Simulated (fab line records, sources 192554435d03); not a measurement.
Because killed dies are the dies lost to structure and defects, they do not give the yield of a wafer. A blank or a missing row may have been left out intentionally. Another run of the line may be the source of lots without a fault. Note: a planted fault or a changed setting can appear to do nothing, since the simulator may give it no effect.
Split-lot trial || flow n5 finfet || 21 wafers read across 7 lots, on a route 1938 steps long

## THE SPLIT
At N5_SDB_ALD_29 (deposits SiNx, target thk 30 nm, pulse time 1 s, ald cycles 600), the setting ald cycles was moved away from the recipe's 600 on 8 of the 21 wafers read, by -16.5% to +6.5%. This setting was run at the recipe's value on the other wafers.

## SPLIT TO READING: what lies between them in the file, 1 step
- N5_SDB_CMP_30: polishes, stops on poly-Si, t overpolish 1.54 s, target thk 30 nm (also split here: platen rpm)

## THE READING
SiNx_of_SDB_ALD_29.thk nm (the simulator's own value, which no gauge read), in nm, at N5_DUMMY_REMOVAL_HM_STRIP_01 (strips SiNx in CH3F/O2, stops on poly-Si, target depth 4 nm, time 6.8 s). The file does not state a usual value for it. Here, 13 wafers ran the recipe; their average is 29.4 nm with a standard deviation of 0.053 nm.

{"wafer": "L075.1", "tool, chamber at the split": "ald sin-04, 1,0,2", "ald cycles as run": 600, "against the recipe": "recipe", "SiNx_of_SDB_ALD_29.thk nm, nm": 29.4, "against lot-mates on the recipe": "-"}
{"wafer": "L075.2", "tool, chamber at the split": "ald sin-04, 1,0,2", "ald cycles as run": 600, "against the recipe": "recipe", "SiNx_of_SDB_ALD_29.thk nm, nm": 29.4, "against lot-mates on the recipe": "-"}
{"wafer": "L075.4", "tool, chamber at the split": "ald sin-04, 1,0,2", "ald cycles as run": 600, "against the recipe": "recipe", "SiNx_of_SDB_ALD_29.thk nm, nm": 29.4, "against lot-mates on the recipe": "-"}
{"wafer": "L079.3", "tool, chamber at the split": "ald sin-01, 1", "ald cycles as run": 570, "against the recipe": "-5.0%", "SiNx_of_SDB_ALD_29.thk nm, nm": 28.2, "against lot-mates on the recipe": -1.2}
{"wafer": "L079.4", "tool, chamber at the split": "ald sin-01, 0", "ald cycles as run": 570, "against the recipe": "-5.0%", "SiNx_of_SDB_ALD_29.thk nm, nm": 28, "against lot-mates on the recipe": -1.4}
{"wafer": "L079.5", "tool, chamber at the split": "ald sin-01, 0", "ald cycles as run": 600, "against the recipe": "recipe", "SiNx_of_SDB_ALD_29.thk nm, nm": 29.4, "against lot-mates on the recipe": "-"}
{"wafer": "L086.2", "tool, chamber at the split": "ald sin-04, 3", "ald cycles as run": 600, "against the recipe": "recipe", "SiNx_of_SDB_ALD_29.thk nm, nm": 29.4, "against lot-mates on the recipe": "-"}
{"wafer": "L086.4", "tool, chamber at the split": "ald sin-04, 2,1", "ald cycles as run": 533, "against the recipe": "-11.2%", "SiNx_of_SDB_ALD_29.thk nm, nm": 26.2, "against lot-mates on the recipe": -3.2}
{"wafer": "L086.6", "tool, chamber at the split": "ald sin-04, 2,1", "ald cycles as run": 533, "against the recipe": "-11.2%", "SiNx_of_SDB_ALD_29.thk nm, nm": 26, "against lot-mates on the recipe": -3.4}
{"wafer": "L087.3", "tool, chamber at the split": "ald sin-02, 2,3", "ald cycles as run": 600, "against the recipe": "recipe", "SiNx_of_SDB_ALD_29.thk nm, nm": 29.4, "against lot-mates on the recipe": "-"}
{"wafer": "L087.5", "tool, chamber at the split": "ald sin-02, 2,3", "ald cycles as run": 600, "against the recipe": "recipe", "SiNx_of_SDB_ALD_29.thk nm, nm": 29.4, "against lot-mates on the recipe": "-"}
{"wafer": "L087.6", "tool, chamber at the split": "ald sin-02, 2", "ald cycles as run": 600, "against the recipe": "recipe", "SiNx_of_SDB_ALD_29.thk nm, nm": 29.2, "against lot-mates on the recipe": "-"}
{"wafer": "L091.2", "tool, chamber at the split": "ald sin-04, 0", "ald cycles as run": 639, "against the recipe": "+6.5%", "SiNx_of_SDB_ALD_29.thk nm, nm": 29, "against lot-mates on the recipe": -0.4}
{"wafer": "L091.3", "tool, chamber at the split": "ald sin-04, 2", "ald cycles as run": 639, "against the recipe": "+6.5%", "SiNx_of_SDB_ALD_29.thk nm, nm": 29.6, "against lot-mates on the recipe": "+0.2"}
{"wafer": "L091.4", "tool, chamber at the split": "ald sin-04, 1", "ald cycles as run": 600, "against the recipe": "recipe", "SiNx_of_SDB_ALD_29.thk nm, nm": 29.4, "against lot-mates on the recipe": "-"}
{"wafer": "L095.1", "tool, chamber at the split": "ald sin-01, 1", "ald cycles as run": 600, "against the recipe": "recipe", "SiNx_of_SDB_ALD_29.thk nm, nm": 29.4, "against lot-mates on the recipe": "-"}
{"wafer": "L095.4", "tool, chamber at the split": "ald sin-01, 2", "ald cycles as run": 600, "against the recipe": "recipe", "SiNx_of_SDB_ALD_29.thk nm, nm": 29.4, "against lot-mates on the recipe": "-"}
{"wafer": "L095.5", "tool, chamber at the split": "ald sin-01, 1", "ald cycles as run": 501, "against the recipe": "-16.5%", "SiNx_of_SDB_ALD_29.thk nm, nm": 24.6, "against lot-mates on the recipe": -4.8}
{"wafer": "L096.3", "tool, chamber at the split": "ald sin-04, 2,1", "ald cycles as run": 600, "against the recipe": "recipe", "SiNx_of_SDB_ALD_29.thk nm, nm": 29.4, "against lot-mates on the recipe": "-"}
{"wafer": "L096.4", "tool, chamber at the split": "ald sin-04, 2,1", "ald cycles as run": 600, "against the recipe": "recipe", "SiNx_of_SDB_ALD_29.thk nm, nm": 29.4, "against lot-mates on the recipe": "-"}
{"wafer": "L096.5", "tool, chamber at the split": "ald sin-04, 2", "ald cycles as run": 534, "against the recipe": "-11.0%", "SiNx_of_SDB_ALD_29.thk nm, nm": 26, "against lot-mates on the recipe": -3.4}
Where a row lists several chambers, the file gives one row for several wafers and doesn't say which wafer went through which chamber.

FIT RESULTS
A straight line over all 21 wafers: SiNx_of_SDB_ALD_29.thk nm changes by +0.241 nm for each +1% of ald cycles; r = +0.93; the points scatter about the line by 0.55 nm.
The same after taking each lot's own level away (the mean of its wafers on the recipe; 21 wafers): +0.242 nm for each +1%; r = +0.93; scatter 0.56 nm.
That fit puts the effect of the largest move of ald cycles on the reading at 4 nm.
Across the lots, their own levels run from 29.33 to 29.40 nm, a range of 1.3 times the standard deviation given above.
So the lot-to-lot level changes the slope little: the two slopes agree.
Check: with one of the wafers moved furthest among these (-16.5%) left out of the fit, the line predicts -4.02 nm for it against its lot-mates. It came out at -4.8 nm against them.

## FURTHER SPLITS ON THESE WAFERS
Note: prior to the reading, these wafers also went through further splits. Each is held against what the fit with the lots' levels taken away leaves over:
{"other split on the same wafers": "N5_ZERO_LAYER_ETCH_18 bias w", "wafers away from the commonest value": 9, "r with SiNx_of_SDB_ALD_29.thk nm (lot level and that fit taken away)": "+0.08"}
{"other split on the same wafers": "N5_PMOS_HMC_CHANNEL_EPI_PEB_07 peb time s", "wafers away from the commonest value": 7, "r with SiNx_of_SDB_ALD_29.thk nm (lot level and that fit taken away)": "+0.28"}
{"other split on the same wafers": "N5_FIN_SAQP_EXPOSE_13 dose mj", "wafers away from the commonest value": 8, "r with SiNx_of_SDB_ALD_29.thk nm (lot level and that fit taken away)": "+0.22"}
{"other split on the same wafers": "N5_DUMMY_GATE_COAT_28 spin rpm", "wafers away from the commonest value": 8, "r with SiNx_of_SDB_ALD_29.thk nm (lot level and that fit taken away)": "+0.08"}
{"other split on the same wafers": "N5_SD_EPI_N_EPI_21 time s", "wafers away from the commonest value": 6, "r with SiNx_of_SDB_ALD_29.thk nm (lot level and that fit taken away)": "+0.04"}
{"other split on the same wafers": "N5_SDB_CMP_30 platen rpm", "wafers away from the commonest value": 2, "r with SiNx_of_SDB_ALD_29.thk nm (lot level and that fit taken away)": -0.05}

## THE WHOLE CHAIN: every reading that the file lists as answering this split, in the file's order
{"step": "N5_SDB_ALD_29", "what it does": "deposits SiNx, target thk 30 nm, pulse time 1 s, ald cycles 600", "reading": "SiNx_of_SDB_ALD_29.thk nm (the simulator's own value, which no gauge read)", "change (the file's fit)": "+0.299 nm for each +1% of the setting", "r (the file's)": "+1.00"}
{"step": "N5_DUMMY_REMOVAL_HM_STRIP_01", "what it does": "strips SiNx in CH3F/O2, stops on poly-Si, target depth 4 nm, time 6.8 s", "reading": "SiNx_of_SDB_ALD_29.thk nm (the simulator's own value, which no gauge read)", "change (the file's fit)": "+0.272 nm for each +1% of the setting", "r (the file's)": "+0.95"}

## THE FILE'S OWN FIT
SiNx_of_SDB_ALD_29.thk nm changes by +0.272 nm for each +1% of ald cycles, r = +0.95.
